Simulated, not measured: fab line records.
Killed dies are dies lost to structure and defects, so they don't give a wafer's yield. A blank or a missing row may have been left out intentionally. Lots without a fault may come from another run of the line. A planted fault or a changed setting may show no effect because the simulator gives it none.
fab line records | flow n5-finfet
record lots=7 | wafers=39
route steps=1938 shown WELL_APT@48 FIN_SAQP@120 DUMMY_GATE@237 HKMG_FIN@413 MOL_CONTACT_COAG@610 BEOL_M4@1111
start-h: start of the lot's first displayed wafer, in hours after the record's first day | wait-h: how many hours have passed since the lot's step before this one | " unchanged from the row above | L1.1+2: several wafers, shown together as one row | - value missing, or start not given | * or withheld: withheld | < > ~ a bound
route shown NAME@n: names a module that has steps shown in the file, with the first one's number in the route | usual: the fault-free wafers' mean and standard deviation | same: alike in all rows | chamber/n: place in a boat | sites: the reading at each site | _std_site: the standard deviation of these | _edge_site: outer sites' mean less inner sites' | radius-mm: for every site, how far away it sits from the centre of the wafer | mask NAME#n: copy n | behind: tool/chamber where the wafer was last shaped | hold: what put the lot on hold/how long, in hours/how the hold closed | device: which transistor (n, p or np) failed to switch | end of line: the tests these same wafers got at the end of their route | for a step that has no rows: nothing shown but its recipe | killed: dies that structure and defects cost at the first sort, which is not the same as the wafer's yield | map: a wafer's dies, marking killed ones x, the rest . and places with no die _
set.NAME: the setting the step ran with; set.NAME@STEP: the setting that earlier step ran with | model.NAME: the simulator's own value behind a step, which no gauge read
lots with deliberately changed settings; one table per step, one row per wafer
## steps
# step N5_WELL_APT_IMPLANT_32
# recipe species=BF2 | energy-kev=50 | dose-cm2=2e+13 | tilt-deg=0 | rotation-deg=0
# step N5_FIN_SAQP_MANDREL_ETCH_22
# recipe target-depth-a=600 | chemistry=HBr/Cl2 | target=a-Si | stop-on=SiNx | bt-time-s=10 | over-etch-frac=0.5 | time-s=30 | pressure-mtorr=10 | icp-w=800 | bias-w=75 | HBr_flow_sccm=150 | Cl2_flow_sccm=80 | ends=end-point
# step N5_FIN_SAQP_SPACER1_ALD_24
# recipe material=SiO2 | target-thk-a=203 | temp-c=300 | ald-precursor-family=BDEAS | ald-co-reactant=O2-plasma | pulse-time-s=1 | purge-time-s=2 | co-reactant-purge-time-s=2 | ald-cycles=218 | pressure-torr=2
# step N5_DUMMY_GATE_ETCH_37
# recipe chemistry=N2/H2 | target=SOC | target-depth-a=600 | overetch-a=300 | temp-c=40 | ion-energy-ev=200 | pressure-mtorr=30 | source-w=840 | bias-w=150 | n2-flow-sccm=200 | h2-flow-sccm=200
# step N5_DUMMY_GATE_ETCH_42
# recipe chemistry=CHF3/O2 | target=SiO2 | target-depth-a=35 | time-s=31 | ion-energy-ev=30 | bias-w=12 | pressure-mtorr=30 | source-w=600 | Ar_flow_sccm=200 | CHF3_flow_sccm=50 | O2_flow_sccm=5
# step N5_HKMG_FIN_CVD_62
# recipe material=a-Si | target-thk-a=30 | temp-c=500 | precursor=Si2H6 | pressure-torr=1 | time-s=20.8
# step N5_HKMG_FIN_RTA_80
# recipe temp-c=withheld | time-s=2 | ambient=N2 | idle-temp-c=600 | ramp-up-c-per-s=150 | ramp-down-c-per-s=60 | cool-to-c=600
# step N5_HKMG_FIN_ALD_91
# recipe material=TiN | target-thk-a=10 | temp-c=400 | ald-precursor-family=TiCl4 | ald-co-reactant=NH3 | pulse-time-s=1 | purge-time-s=3 | co-reactant-purge-time-s=2 | co-reactant-pulse-time-s=2 | ald-cycles=47 | pressure-torr=3
# step N5_MOL_CONTACT_COAG_ETCH_67
# recipe chemistry=N2/H2 | target=SOC | target-depth-a=600 | overetch-a=210 | mask-material=SiARC | temp-c=40 | time-s=101.2 | ion-energy-ev=200 | pressure-mtorr=30 | source-w=840 | bias-w=150 | n2-flow-sccm=200 | h2-flow-sccm=200
# step N5_BEOL_M4_RC_MEAS_101
# usual CJ_N=4.34/0.076 | IOFF_N_LONG=5.55e-05/2.5e-06 | VT_N_LONG=274.8/2.2 | VT_N_LVT=98/3.3 | VT_P_LONG=-276/3.1
lot.wafer | tool      | chamber | start-h | wait-h | set.dose-cm2@WELL_APT_IMPLANT_32 | set.target-depth-a@FIN_SAQP_MANDREL_ETCH_22 | set.temp-c@FIN_SAQP_SPACER1_ALD_24 | set.source-w@DUMMY_GATE_ETCH_37 | set.bias-w@DUMMY_GATE_ETCH_42 | set.target-thk-a@HKMG_FIN_CVD_62 | set.time-s@HKMG_FIN_RTA_80 | set.temp-c@HKMG_FIN_ALD_91 | set.source-w@MOL_CONTACT_COAG_ETCH_67 | CJ_N | IOFF_N_LONG[nA/um] | VT_N_LONG[mV] | VT_N_LVT[mV] | VT_P_LONG[mV]
L074.1    | prober-01 | 0       | 159.31  | 0.0    | 2.244e+13                        | 600                                         | 313.6                              | 840                             | 12                            | 30                               | 2                          | 393.2                      | 840                                   | 4.49 | 5.96e-05           | 274.1         | 94           | -279
L074.2    | "         | 0       | "       | "      | 2e+13                            | 664.5                                       | 313.6                              | 840                             | 11.08                         | 30                               | 2                          | 393.2                      | 935.2                                 | 4.35 | 5.9e-05            | 272.3         | 93           | -280
L074.3    | "         | 0       | "       | "      | 2.244e+13                        | 664.5                                       | 313.6                              | 774.9                           | 11.08                         | 30                               | 2                          | 400                        | 840                                   | 4.64 | 5.79e-05           | 275.1         | 96           | -278
L074.4    | "         | 0       | "       | "      | 2.244e+13                        | 600                                         | 300                                | 774.9                           | 11.08                         | 30                               | 2                          | 400                        | 935.2                                 | 4.55 | 5.59e-05           | 276.1         | 97           | -276
L074.5    | "         | 0       | "       | "      | 2e+13                            | 600                                         | 300                                | 840                             | 12                            | 30                               | 2                          | 400                        | 840                                   | 4.34 | 5.52e-05           | 276.5         | 96           | -281
L074.6    | "         | 0       | "       | "      | 2e+13                            | 664.5                                       | 300                                | 774.9                           | 12                            | 30                               | 2                          | 393.2                      | 935.2                                 | 4.23 | 5.78e-05           | 271.1         | 95           | -279
L079.1    | prober-02 | 0       | 182.85  | 0.0    | 2e+13                            | 625                                         | 300                                | 840                             | 10.24                         | 30                               | 2                          | 412.2                      | 792.3                                 | 4.56 | 4.84e-05           | 281.2         | 103          | -275
L079.2    | "         | 0       | "       | "      | 2.111e+13                        | 625                                         | 294.1                              | 762.6                           | 12                            | 30                               | 2                          | 400                        | 792.3                                 | 4.59 | 5.4e-05            | 274.6         | 103          | -275
L079.3    | "         | 0       | "       | "      | 2e+13                            | 600                                         | 294.1                              | 762.6                           | 10.24                         | 30                               | 2.261                      | 400                        | 792.3                                 | 4.39 | 5.33e-05           | 274.7         | 98           | -277
L079.4    | "         | 0       | "       | "      | 2e+13                            | 600                                         | 300                                | 762.6                           | 12                            | 30                               | 2.261                      | 412.2                      | 840                                   | 4.39 | 4.73e-05           | 282.0         | 103          | -278
L079.5    | "         | 0       | "       | "      | 2.111e+13                        | 625                                         | 300                                | 840                             | 10.24                         | 30                               | 2.261                      | 400                        | 840                                   | 4.59 | 5.42e-05           | 277.2         | 96           | -282
L079.6    | "         | 0       | "       | "      | 2.111e+13                        | 600                                         | 294.1                              | 840                             | 12                            | 30                               | 2                          | 412.2                      | 840                                   | 4.54 | 4.79e-05           | 284.1         | 104          | -275
L081.3    | prober-02 | 0       | 198.33  | 0.3    | 2e+13                            | 600                                         | 300                                | 840                             | 12                            | 30                               | 2                          | 400                        | 840                                   | 4.32 | 5.42e-05           | 276.8         | 101          | -275
L081.5    | "         | 0       | "       | "      | 2e+13                            | 600                                         | 300                                | 840                             | 12                            | 30                               | 2                          | 400                        | 840                                   | 4.38 | 5.44e-05           | 277.6         | 105          | -274
L081.6    | "         | 0       | "       | "      | 2e+13                            | 600                                         | 300                                | 840                             | 12                            | 30                               | 2                          | 400                        | 840                                   | 4.31 | 5.36e-05           | 274.8         | 98           | -273
L080.1    | prober-01 | 0       | 202.13  | 0.0    | 1.852e+13                        | 600                                         | 300                                | 774.4                           | 12                            | 30                               | 2                          | 400                        | 840                                   | 4.14 | 5.46e-05           | 273.9         | 95           | -274
L080.2    | "         | 0       | "       | "      | 2e+13                            | 600                                         | 300                                | 840                             | 14.02                         | 31.18                            | 2                          | 400                        | 987.8                                 | 4.27 | 5.42e-05           | 273.2         | 96           | -275
L080.3    | "         | 0       | "       | "      | 2e+13                            | 646.9                                       | 300                                | 774.4                           | 14.02                         | 30                               | 2                          | 400                        | 987.8                                 | 4.34 | 5.61e-05           | 277.0         | 100          | -275
L080.4    | "         | 0       | "       | "      | 1.852e+13                        | 646.9                                       | 300                                | 774.4                           | 12                            | 31.18                            | 2                          | 388.7                      | 840                                   | 4.13 | 6.17e-05           | 267.6         | 94           | -278
L080.5    | "         | 0       | "       | "      | 2e+13                            | 600                                         | 300                                | 840                             | 12                            | 30                               | 2                          | 388.7                      | 987.8                                 | 4.39 | 6.34e-05           | 266.1         | 90           | -277
L080.6    | "         | 0       | "       | "      | 1.852e+13                        | 646.9                                       | 300                                | 840                             | 14.02                         | 31.18                            | 2                          | 388.7                      | 840                                   | 4.05 | 6.19e-05           | 268.4         | 93           | -277
L082.1    | prober-02 | 0       | 207.58  | 0.0    | 2e+13                            | 600                                         | 300                                | 840                             | 12                            | 30                               | 2.343                      | 400                        | 840                                   | 4.27 | 5.42e-05           | 275.3         | 95           | -280
L082.2    | "         | 0       | "       | "      | 1.777e+13                        | 600                                         | 300                                | 840                             | 12.9                          | 30                               | 2.343                      | 400                        | 747.4                                 | 3.96 | 5.19e-05           | 275.0         | 98           | -282
L082.3    | "         | 0       | "       | "      | 2e+13                            | 548.5                                       | 300                                | 840                             | 12.9                          | 30                               | 2                          | 400                        | 840                                   | 4.33 | 5.34e-05           | 273.2         | 103          | -275
L082.4    | "         | 0       | "       | "      | 1.777e+13                        | 548.5                                       | 300                                | 840                             | 12                            | 31.43                            | 2.343                      | 400                        | 747.4                                 | 4.08 | 5.28e-05           | 274.3         | 97           | -278
L082.5    | "         | 0       | "       | "      | 2e+13                            | 548.5                                       | 300                                | 840                             | 12.9                          | 31.43                            | 2                          | 400                        | 747.4                                 | 4.30 | 5.4e-05            | 277.3         | 98           | -278
L082.6    | "         | 0       | "       | "      | 1.777e+13                        | 600                                         | 300                                | 840                             | 12                            | 31.43                            | 2                          | 400                        | 840                                   | 3.94 | 5.2e-05            | 274.4         | 102          | -279
L088.1    | prober-01 | 0       | 253.69  | 0.0    | 2e+13                            | 635.1                                       | 291.4                              | 923.6                           | 12                            | 30                               | 2.332                      | 400                        | 988.8                                 | 4.22 | 5.87e-05           | 271.1         | 93           | -273
L088.2    | "         | 0       | "       | "      | 2.227e+13                        | 635.1                                       | 300                                | 840                             | 12                            | 30                               | 2.332                      | 415.2                      | 988.8                                 | 4.53 | 5.23e-05           | 280.0         | 98           | -272
L088.3    | "         | 0       | "       | "      | 2e+13                            | 635.1                                       | 300                                | 840                             | 12                            | 30                               | 2                          | 415.2                      | 840                                   | 4.27 | 5.11e-05           | 279.5         | 103          | -268
L088.4    | "         | 0       | "       | "      | 2.227e+13                        | 600                                         | 300                                | 923.6                           | 12                            | 30                               | 2                          | 400                        | 988.8                                 | 4.58 | 6.11e-05           | 271.5         | 97           | -270
L088.5    | "         | 0       | "       | "      | 2e+13                            | 600                                         | 291.4                              | 923.6                           | 12                            | 30                               | 2.332                      | 415.2                      | 840                                   | 4.28 | 5.08e-05           | 277.1         | 98           | -270
L088.6    | "         | 0       | "       | "      | 2.227e+13                        | 600                                         | 291.4                              | 840                             | 12                            | 30                               | 2                          | 400                        | 840                                   | 4.51 | 6.06e-05           | 271.0         | 97           | -271
L093.1    | prober-01 | 0       | 267.45  | 0.0    | 2e+13                            | 600                                         | 306.7                              | 939                             | 12                            | 30                               | 2.473                      | 400                        | 840                                   | 4.37 | 5.45e-05           | 275.9         | 93           | -281
L093.2    | "         | 0       | "       | "      | 1.723e+13                        | 600                                         | 300                                | 840                             | 12                            | 28.7                             | 2                          | 400                        | 904.9                                 | 4.09 | 5.2e-05            | 275.0         | 100          | -272
L093.3    | "         | 0       | "       | "      | 1.723e+13                        | 600                                         | 300                                | 939                             | 12                            | 28.7                             | 2.473                      | 387.8                      | 840                                   | 4.02 | 6.04e-05           | 267.5         | 86           | -280
L093.4    | "         | 0       | "       | "      | 2e+13                            | 653.9                                       | 306.7                              | 840                             | 12                            | 28.7                             | 2.473                      | 400                        | 904.9                                 | 4.32 | 5.36e-05           | 274.5         | 95           | -277
L093.5    | "         | 0       | "       | "      | 1.723e+13                        | 653.9                                       | 306.7                              | 840                             | 12                            | 30                               | 2                          | 387.8                      | 840                                   | 4.08 | 6.06e-05           | 271.2         | 95           | -274
L093.6    | "         | 0       | "       | "      | 2e+13                            | 653.9                                       | 300                                | 939                             | 12                            | 30                               | 2                          | 387.8                      | 904.9                                 | 4.35 | 6.2e-05            | 273.5         | 93           | -277
## key
split step=N5_WELL_APT_IMPLANT_32 | setting=dose-cm2 | stated-as=2e+13
response step=N5_BEOL_M4_RC_MEAS_101 | reading=CJ_N | slope=+0.023 | per=1% | together-with=all | explained=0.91
response step=N5_BEOL_M4_RC_MEAS_101 | reading=IOFF_N_LONG | slope=+1.3e-07 | per=1% | together-with=all | explained=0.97
split step=N5_FIN_SAQP_MANDREL_ETCH_22 | setting=target-depth-a | stated-as=600
response none clear
split step=N5_FIN_SAQP_SPACER1_ALD_24 | setting=temp-c | stated-as=300
response none clear
split step=N5_DUMMY_GATE_ETCH_37 | setting=source-w | stated-as=840
response none clear
split step=N5_DUMMY_GATE_ETCH_42 | setting=bias-w | stated-as=12
response none clear
split step=N5_HKMG_FIN_CVD_62 | setting=target-thk-a | stated-as=30
response none clear
split step=N5_HKMG_FIN_RTA_80 | setting=time-s | stated-as=2
response step=N5_BEOL_M4_RC_MEAS_101 | reading=VT_N_LVT | slope=-0.229 | per=1% | together-with=all | explained=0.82
response step=N5_BEOL_M4_RC_MEAS_101 | reading=VT_P_LONG | slope=-0.205 | per=1% | together-with=all | explained=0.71
split step=N5_HKMG_FIN_ALD_91 | setting=temp-c | stated-as=400
response step=N5_BEOL_M4_RC_MEAS_101 | reading=IOFF_N_LONG | slope=-2.22e-06 | per=1% | together-with=all | explained=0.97
response step=N5_BEOL_M4_RC_MEAS_101 | reading=VT_N_LONG | slope=+2.14 | per=1% | together-with=all | explained=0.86
response step=N5_BEOL_M4_RC_MEAS_101 | reading=VT_N_LVT | slope=+1.3 | per=1% | together-with=all | explained=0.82
split step=N5_MOL_CONTACT_COAG_ETCH_67 | setting=source-w | stated-as=840
response none clear
